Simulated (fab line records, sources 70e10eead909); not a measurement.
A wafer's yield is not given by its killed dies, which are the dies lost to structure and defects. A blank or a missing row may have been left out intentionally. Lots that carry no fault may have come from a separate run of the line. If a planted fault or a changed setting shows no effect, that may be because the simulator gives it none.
fab line records	flow nand_harc
[record] lots = 12	wafers = 36	last_day = 24
route steps=1159 shown P_STI@90 P_GATE@167
lots untouched by any fault: they come from a run of this same line in which no faults occurred
start_h: hours from the record's opening day to when the first of the lot's shown wafers began	wait_h: hours elapsed since this lot's preceding step	" repeats the value in the row above	L1.1+2: one row covering several wafers at once	- no value, or no start given	* or withheld: withheld	< > ~ a bound
route shown NAME@n: a module of which the file shows steps, and the number in the route of the first	usual: mean and standard deviation over wafers with no fault	same: alike in all rows	chamber/n: place in a boat	sites: the reading at each site	_std_site: standard deviation of those values	_edge_site: the outer-site mean with the inner-site mean subtracted	radius_mm: for every site, how far away it sits from the centre of the wafer	mask NAME#n: copy n	behind: the tool/chamber that last shaped the wafer	hold: reason for holding the lot/hours on hold/outcome of the hold	device: the n, p or np transistor that did not switch	end of line: the tests these same wafers got at the end of their route	step lacking rows: just its recipe	killed: not the wafer's yield, but the dies lost to structure and defects at the first sort	map: dies across one wafer; x = killed, . = not, _ = none there
set.NAME: the setting as run; set.NAME@STEP: as run at that earlier step	model.NAME: the simulator's own value behind a step, which no gauge read
one table for each step of the route and one row for each wafer, over a sample of lots
services: when a tool's chamber went out of use (start_h, in hours from the record's first day, below 0 if earlier), for how many hours, and the reason
[[steps]]
[step NHARC_P_STI_ETCH_15]
[recipe] target_depth_a = 3000	taper_deg = 4	time_s = 100.1	hbr_flow_sccm = 150	cl2_flow_sccm = 50	rf_w = 400	icp_w = 400	bias_w = 100	chemistry = HBr/Cl2
[usual] chamber_pressure_mTorr = 15.000/0.015	drypump_motor_current_A = 5.4/0.36	oes_product_au = 0.999/0.013	throttle_valve_pct = 26.405/0.009
lot.wafer	tool	chamber	start_h	wait_h	chamber_pressure_mTorr	drypump_motor_current_A	oes_product_au	rf_hours_counter_h	throttle_valve_pct
L165.1	rie_si-06	0	38.10	-	15.001	5.7	0.999	0.1	26.396
L165.6	"	1	"	"	14.984	5.7	1.007	-	26.395
L165.5	"	2	"	"	14.994	5.6	1.015	-	26.395
L167.2	rie_si-01	0	50.55	-	14.995	4.8	1.001	0.8	26.398
L167.4	"	1	"	"	15.010	5.6	1.002	0.7	26.398
L167.5	"	1	"	"	15.024	5.6	1.013	-	26.408
L169.3	rie_si-03	3	59.63	-	15.022	5.6	0.997	0.5	26.406
L169.4	"	0	"	"	15.010	5.7	1.009	0.6	26.396
L169.6	"	2	"	"	15.010	5.1	0.983	-	26.402
L170.2	rie_si-03	1	66.44	-	15.005	5.8	0.981	0.7	26.406
L170.3	"	2	"	"	15.027	5.1	0.979	0.4	26.405
L170.1	"	3	"	"	15.030	5.5	0.996	0.6	26.394
L171.2	rie_si-06	2	71.54	-	14.987	5.6	0.998	0.3	26.394
L171.5	"	1	"	"	14.991	5.7	0.995	-	26.396
L171.6	"	2	"	"	15.015	5.6	0.989	-	26.411
L174.2	rie_si-03	2	91.29	-	14.978	5.0	0.980	0.7	26.410
L174.3	"	3	"	"	14.988	5.6	0.987	0.8	26.413
L174.6	"	0	"	"	15.016	5.7	0.997	-	26.413
L175.3	rie_si-01	0	95.30	-	15.033	4.8	1.007	1.1	26.401
L175.4	"	1	"	"	14.985	5.7	1.019	1.0	26.412
L175.6	"	0	"	"	14.979	4.8	1.010	-	26.384
L177.3	rie_si-06	0	104.31	-	14.990	5.7	0.991	0.5	26.387
L177.1	"	1	"	"	14.975	5.7	1.007	0.6	26.415
L177.6	"	2	"	"	14.982	5.6	1.003	-	26.412
L184.1	rie_si-06	1	150.00	-	14.993	5.6	1.011	0.9	26.410
L184.2	"	2	"	"	14.988	5.6	1.015	0.8	26.400
L184.6	"	1	"	"	15.005	5.7	0.999	-	26.392
L186.3	rie_si-01	1	158.14	-	15.002	5.7	1.012	0.2	26.412
L186.2	"	0	"	"	14.995	4.8	1.004	0.2	26.383
L186.6	"	1	"	"	15.001	5.7	1.012	-	26.415
L188.4	rie_si-06	2	169.84	-	15.006	5.6	1.005	0.9	26.412
L188.3	"	3	"	"	14.998	4.9	1.004	0.9	26.396
L188.5	"	2	"	"	14.971	5.6	1.004	-	26.412
L187.2	rie_si-01	1	169.88	-	14.982	5.7	1.009	0.3	26.412
L187.6	"	1	"	"	15.003	5.7	1.001	-	26.403
L187.5	"	2	"	"	14.999	5.7	0.983	-	26.389
[step NHARC_P_STI_OCD_MEAS_17]
[usual] trench_depth_nm = 300/6.2	trench_foot_cd_nm = 158/3.6
lot.wafer	tool	chamber	start_h	wait_h	trench_depth_nm	trench_foot_cd_nm
L165.1	ocd-01	-	38.32	0.1	294	153
L165.5	"	-	"	"	307	154
L165.6	"	-	"	"	301	158
L167.2	ocd-01	-	50.81	0.1	306	157
L167.4	"	-	"	"	307	160
L167.5	"	-	"	"	304	164
L169.3	ocd-02	-	59.85	0.1	299	158
L169.4	"	-	"	"	303	155
L169.6	"	-	"	"	293	161
L170.1	ocd-02	-	66.69	0.1	294	162
L170.2	"	-	"	"	293	163
L170.3	"	-	"	"	290	158
L171.2	ocd-01	-	71.78	0.1	302	157
L171.5	"	-	"	"	296	163
L171.6	"	-	"	"	300	160
L174.2	ocd-02	-	91.57	0.1	291	155
L174.3	"	-	"	"	298	153
L174.6	"	-	"	"	296	157
L175.3	ocd-02	-	95.56	0.1	305	154
L175.4	"	-	"	"	310	153
L175.6	"	-	"	"	306	159
L177.1	ocd-01	-	104.52	0.1	302	156
L177.3	"	-	"	"	294	159
L177.6	"	-	"	"	303	153
L184.1	ocd-02	-	150.23	0.1	301	155
L184.2	"	-	"	"	306	156
L184.6	"	-	"	"	302	154
L186.2	ocd-02	-	158.40	0.1	302	153
L186.3	"	-	"	"	307	163
L186.6	"	-	"	"	302	155
L188.3	ocd-02	-	170.09	0.1	303	160
L188.4	"	-	"	"	304	164
L188.5	"	-	"	"	304	162
L187.2	ocd-01	-	170.13	0.1	306	153
L187.5	"	-	"	"	291	159
L187.6	"	-	"	"	302	154
[step NHARC_P_GATE_EXPOSE_43]
[recipe] na = 0.6	target_cd_nm = 720	dose_mj = 14.81	mask_id = P_NSD
[usual] focus_offset_nm = 0.0/0.49
lot.wafer	tool	chamber	start_h	wait_h	mask	focus_offset_nm
L165.1	krf_scanner-01	0	99.29	-	P_NSD#0	0.0
L165.5	"	0	"	"	P_NSD#0	1.7
L165.6	"	0	"	"	P_NSD#0	0.4
L167.2	krf_scanner-01	0	114.76	-	P_NSD#0	0.4
L167.4	"	0	"	"	P_NSD#0	1.2
L167.5	"	0	"	"	P_NSD#0	0.1
L169.3	krf_scanner-02	0	122.53	-	P_NSD#0	-0.2
L169.4	"	0	"	"	P_NSD#0	-0.2
L169.6	"	0	"	"	P_NSD#0	0.1
L170.1	krf_scanner-02	0	139.45	-	P_NSD#0	-0.4
L170.2	"	0	"	"	P_NSD#0	0.7
L170.3	"	0	"	"	P_NSD#0	0.2
L171.2	krf_scanner-01	0	141.57	-	P_NSD#0	-1.2
L171.5	"	0	"	"	P_NSD#0	-0.2
L171.6	"	0	"	"	P_NSD#0	0.5
L174.2	krf_scanner-04	0	157.65	-	P_NSD#0	0.1
L174.3	"	0	"	"	P_NSD#0	-0.4
L174.6	"	0	"	"	P_NSD#0	-0.6
L175.3	krf_scanner-04	0	167.61	-	P_NSD_R1#0	0.0
L175.4	"	0	"	"	P_NSD_R1#0	-0.3
L175.6	"	0	"	"	P_NSD_R1#0	-0.5
L177.1	krf_scanner-04	0	180.41	-	P_NSD#0	0.6
L177.3	"	0	"	"	P_NSD#0	-0.2
L177.6	"	0	"	"	P_NSD#0	-0.1
L184.1	krf_scanner-04	0	211.15	-	P_NSD#0	-0.5
L184.2	"	0	"	"	P_NSD#0	0.5
L184.6	"	0	"	"	P_NSD#0	0.2
L186.2	krf_scanner-01	0	223.97	-	P_NSD#0	0.0
L186.3	"	0	"	"	P_NSD#0	-1.2
L186.6	"	0	"	"	P_NSD#0	-0.3
L188.3	krf_scanner-04	0	237.74	-	P_NSD#0	0.3
L188.4	"	0	"	"	P_NSD#0	0.0
L188.5	"	0	"	"	P_NSD#0	-0.2
L187.2	krf_scanner-02	0	239.81	-	P_NSD#0	-0.1
L187.5	"	0	"	"	P_NSD#0	-0.2
L187.6	"	0	"	"	P_NSD#0	0.2
[step NHARC_P_GATE_CD_MEAS_46]
[recipe] target_cd_nm = 720	landing_energy_ev = 500
[usual] cd_nm = 720.0/2.3
lot.wafer	tool	chamber	start_h	wait_h	cd_nm
L165.1	cd_sem-03	0	99.45	-	719.9
L165.5	"	0	"	"	718.6
L165.6	"	0	"	"	720.1
L167.2	cd_sem-01	0	114.91	-	724.2
L167.4	"	0	"	"	718.9
L167.5	"	0	"	"	720.8
L169.3	cd_sem-03	0	122.68	-	719.9
L169.4	"	0	"	"	720.4
L169.6	"	0	"	"	717.8
L170.1	cd_sem-02	0	139.61	-	721.0
L170.2	"	0	"	"	724.1
L170.3	"	0	"	"	718.7
L171.2	cd_sem-02	0	141.72	-	720.3
L171.5	"	0	"	"	718.4
L171.6	"	0	"	"	719.4
L174.2	cd_sem-03	0	157.81	-	722.6
L174.3	"	0	"	"	720.3
L174.6	"	0	"	"	716.9
L175.3	cd_sem-03	0	167.76	-	701.8
L175.4	"	0	"	"	697.2
L175.6	"	0	"	"	700.5
L177.1	cd_sem-01	0	180.57	-	721.6
L177.3	"	0	"	"	717.4
L177.6	"	0	"	"	724.2
L184.1	cd_sem-02	0	211.31	-	722.6
L184.2	"	0	"	"	725.6
L184.6	"	0	"	"	724.8
L186.2	cd_sem-02	0	224.13	-	724.1
L186.3	"	0	"	"	721.2
L186.6	"	0	"	"	722.8
L188.3	cd_sem-02	0	237.90	-	722.7
L188.4	"	0	"	"	720.1
L188.5	"	0	"	"	720.0
L187.2	cd_sem-03	0	239.96	-	720.2
L187.5	"	0	"	"	721.6
L187.6	"	0	"	"	717.9
[step NHARC_P_GATE_DESCUM_48]
[recipe] time_s = 3	o2_flow_sccm = 200	ar_flow_sccm = 0	bias_power_w = 0	chemistry = O2
[usual] chamber_pressure_mTorr = 60.03/0.25	drypump_motor_current_A = 5.6/0.41	oes_product_au = 1.001/0.014	rf_vpp_V = 57.8/0.86	showerhead_plenum_p_Torr = 1.92/0.085	throttle_valve_pct = 11.310/0.0093
lot.wafer	tool	chamber	start_h	wait_h	chamber_pressure_mTorr	drypump_motor_current_A	oes_product_au	rf_hours_counter_h	rf_vpp_V	showerhead_plenum_p_Torr	throttle_valve_pct
L165.1	rie_diel-04	0	99.64	-	60.00	5.0	0.995	61	58.2	2.04	11.311
L165.5	"	1	"	"	60.06	6.0	1.015	-	57.4	1.96	11.318
L165.6	"	2	"	"	60.03	5.4	1.012	-	56.7	1.90	11.304
L167.2	rie_diel-01	2	115.07	-	60.09	6.1	1.004	50	57.8	1.97	11.323
L167.4	"	0	"	"	59.94	5.8	0.982	49	57.5	1.98	11.321
L167.5	"	2	"	"	59.88	6.1	0.995	-	57.4	1.97	11.316
L169.4	rie_diel-04	2	122.87	-	60.09	5.4	1.013	0	57.1	1.90	11.312
L169.3	"	0	"	"	60.01	5.0	1.010	0	57.9	2.03	11.303
L169.6	"	1	"	"	59.93	5.9	0.986	-	57.2	1.96	11.327
L170.2	rie_diel-03	0	139.85	-	60.00	5.1	0.995	17	58.0	1.88	11.301
L170.1	"	1	"	"	60.02	5.4	1.001	19	57.8	1.97	11.296
L170.3	"	2	"	"	60.08	6.2	1.037	18	57.6	1.79	11.307
L171.2	rie_diel-04	1	141.88	-	59.91	5.9	0.999	7	57.4	1.96	11.319
L171.6	"	1	"	"	60.02	5.9	0.989	-	57.9	1.96	11.300
L171.5	"	2	"	"	60.02	5.4	1.007	-	58.6	1.90	11.322
L174.2	rie_diel-01	2	157.98	-	60.06	6.2	1.002	3	57.9	1.96	11.310
L174.3	"	1	"	"	60.04	5.3	1.003	3	59.0	2.08	11.315
L174.6	"	3	"	"	59.85	5.0	0.978	-	57.1	1.82	11.296
L175.3	rie_diel-01	2	167.91	-	60.01	6.2	1.018	7	57.6	1.96	11.308
L175.4	"	3	"	"	60.03	5.0	0.981	7	56.6	1.82	11.303
L175.6	"	3	"	"	60.00	5.0	0.991	-	58.3	1.82	11.310
L177.3	rie_diel-04	0	180.73	-	59.90	5.0	1.000	25	59.1	2.03	11.324
L177.1	"	1	"	"	59.98	6.0	0.998	24	59.0	1.95	11.320
L177.6	"	1	"	"	59.96	5.9	0.993	-	59.1	1.95	11.307
L184.2	rie_diel-04	1	211.50	-	59.98	6.0	0.991	36	59.1	1.95	11.311
L184.1	"	2	"	"	60.03	5.4	0.998	39	56.2	1.89	11.319
L184.6	"	3	"	"	60.05	5.6	0.988	-	58.5	1.94	11.302
L186.2	rie_diel-03	2	224.33	-	60.06	6.2	1.015	0	57.5	1.78	11.301
L186.3	"	3	"	"	60.04	5.8	0.981	0	59.1	1.82	11.297
L186.6	"	3	"	"	59.98	5.8	0.973	-	58.3	1.82	11.314
L188.4	rie_diel-01	1	238.08	-	62.92	5.3	1.031	30	58.2	2.07	11.295
L188.3	"	2	"	"	60.00	6.2	1.008	33	57.5	1.95	11.312
L188.5	"	3	"	"	59.99	5.0	0.998	-	57.4	1.81	11.322
L187.2	rie_diel-04	1	240.14	-	60.06	5.9	0.998	47	57.3	1.94	11.321
L187.6	"	3	"	"	60.02	5.6	0.993	-	57.2	1.94	11.296
L187.5	"	0	"	"	60.14	5.0	1.024	-	58.2	2.02	11.321
[[services]]
tool	chamber	start_h	hours	kind
rie_si-03	2	20.17	12.3	repair
krf_scanner-02	-	38.00	4.0	pm
rie_diel-04	2	63.89	14.7	repair
rie_diel-01	3	75.13	5.3	repair
rie_diel-01	2	75.70	5.0	repair
rie_si-03	1	83.72	11.7	repair
rie_si-06	3	83.74	3.2	repair
krf_scanner-01	-	84.00	4.0	pm
rie_si-06	2	88.08	9.3	repair
krf_scanner-02	-	93.87	4.9	repair
rie_diel-04	-	111.97	9.0	pm
krf_scanner-04	-	126.00	4.0	pm
rie_si-01	-	127.00	9.0	pm
rie_diel-01	-	137.80	9.0	pm
rie_si-01	0	139.46	8.0	repair
rie_si-03	-	155.01	9.0	pm
krf_scanner-01	-	155.91	1.9	repair
rie_diel-01	-	168.95	1.2	repair
krf_scanner-02	-	178.96	0.3	repair
rie_si-06	-	183.00	9.0	pm
krf_scanner-01	-	190.47	0.6	repair
krf_scanner-02	-	210.00	4.0	pm
krf_scanner-02	-	217.83	0.7	repair
rie_si-01	3	222.28	2.9	repair
[[key]]
[first_sign] step = NHARC_P_GATE_EXPOSE_43	reading = mask	direction = changed
[effect] step = NHARC_P_GATE_CD_MEAS_46	reading = cd_nm	direction = down	sigmas = 8.7	usual = 720.0	struck = 699.9
met_at NHARC_P_GATE_EXPOSE_43
struck_lots L175
tester_left_out L175
not_acting_at NHARC_P_STI_ETCH_15,NHARC_P_STI_OCD_MEAS_17,NHARC_P_GATE_DESCUM_48
onset_between 157.65 167.61
[fault] kind = wrong_mask	tool = any	chamber = -	onset_h = 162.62	steps = NHARC_P_GATE_EXPOSE_43	aux_copy = P_NSD_R1#0	cd_offset_nm = -21.979	scope = struck_lots_only
// tester_left_out: of these lots the tester's yield and bins aren't shown, on N5 and GAA mostly nor the transistor test; their killed dies are dies lost to structure and defects alone, not to doping, threshold or leakage, so they don't give the yield
